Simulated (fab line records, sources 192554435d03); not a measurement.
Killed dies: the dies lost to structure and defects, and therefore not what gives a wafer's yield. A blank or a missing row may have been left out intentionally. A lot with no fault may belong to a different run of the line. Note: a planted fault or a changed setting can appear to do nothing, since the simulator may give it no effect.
Matching of chambers || flow n5-finfet || N5_HKMG_FIN_DESCUM_53 on rie-diel-04: 4 sister chambers
The step chemistry O2, time 7.9 s. 8 wafers are shown with their chamber, then 9 later ones without.

## EACH WAFER AND ITS CHAMBER
{"wafer": "L078.3", "chamber": 1, "showerhead-plenum-p-Torr (Torr)": 2.06, "throttle-valve-pct (%)": 20.63}
{"wafer": "L078.6", "chamber": 1, "showerhead-plenum-p-Torr (Torr)": 2.06, "throttle-valve-pct (%)": 20.63}
{"wafer": "L080.1", "chamber": 2, "showerhead-plenum-p-Torr (Torr)": 2.05, "throttle-valve-pct (%)": 20.44}
{"wafer": "L083.1", "chamber": 3, "showerhead-plenum-p-Torr (Torr)": 2.23, "throttle-valve-pct (%)": 20.29}
{"wafer": "L083.2", "chamber": 2, "showerhead-plenum-p-Torr (Torr)": 2.04, "throttle-valve-pct (%)": 20.44}
{"wafer": "L089.2", "chamber": 0, "showerhead-plenum-p-Torr (Torr)": 2.07, "throttle-valve-pct (%)": 20.66}
{"wafer": "L089.3", "chamber": 3, "showerhead-plenum-p-Torr (Torr)": 2.22, "throttle-valve-pct (%)": 20.30}
{"wafer": "L089.6", "chamber": 0, "showerhead-plenum-p-Torr (Torr)": 2.07, "throttle-valve-pct (%)": 20.65}

## WAFERS WHOSE CHAMBER IS MISSING
{"wafer": "L090.1", "showerhead-plenum-p-Torr (Torr)": 2.07, "throttle-valve-pct (%)": 20.68}
{"wafer": "L090.3", "showerhead-plenum-p-Torr (Torr)": 2.22, "throttle-valve-pct (%)": 20.30}
{"wafer": "L090.6", "showerhead-plenum-p-Torr (Torr)": 2.07, "throttle-valve-pct (%)": 20.65}
{"wafer": "L091.4", "showerhead-plenum-p-Torr (Torr)": 2.07, "throttle-valve-pct (%)": 20.66}
{"wafer": "L091.5", "showerhead-plenum-p-Torr (Torr)": 2.22, "throttle-valve-pct (%)": 20.30}
{"wafer": "L091.6", "showerhead-plenum-p-Torr (Torr)": 2.04, "throttle-valve-pct (%)": 20.48}
{"wafer": "L093.1", "showerhead-plenum-p-Torr (Torr)": 2.07, "throttle-valve-pct (%)": 20.66}
{"wafer": "L093.4", "showerhead-plenum-p-Torr (Torr)": 2.05, "throttle-valve-pct (%)": 20.31}
{"wafer": "L093.5", "showerhead-plenum-p-Torr (Torr)": 2.04, "throttle-valve-pct (%)": 20.51}

## THE CHAMBER EACH PASSED THROUGH
{"wafer": "L090.1", "from the rows above": 0, "in truth": 0}
{"wafer": "L090.3", "from the rows above": 3, "in truth": 3}
{"wafer": "L090.6", "from the rows above": 0, "in truth": 0}
{"wafer": "L091.4", "from the rows above": 0, "in truth": 0}
{"wafer": "L091.5", "from the rows above": 3, "in truth": 3}
{"wafer": "L091.6", "from the rows above": 2, "in truth": 2}
{"wafer": "L093.1", "from the rows above": 0, "in truth": 0}
{"wafer": "L093.4", "from the rows above": 2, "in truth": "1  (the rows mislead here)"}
{"wafer": "L093.5", "from the rows above": 2, "in truth": 2}
8 of 9 placed correctly. Number that these rows cannot place: 0. Placed wrongly: 1.
How it was worked out, from the rows above alone: a wafer's distance from a chamber is the root of the sum, over the readings, of the square of ((its reading less the chamber's mean) divided by the reading's scatter). The wafer belongs to the nearest chamber; if the next one is less than 2 further off, it can't be placed. The mean given for a chamber averages the wafers shown for that chamber. The scatter: take each reading less its chamber's mean, square it, sum over the shown wafers, divide by the number of wafers less the number of chambers, and take the root.
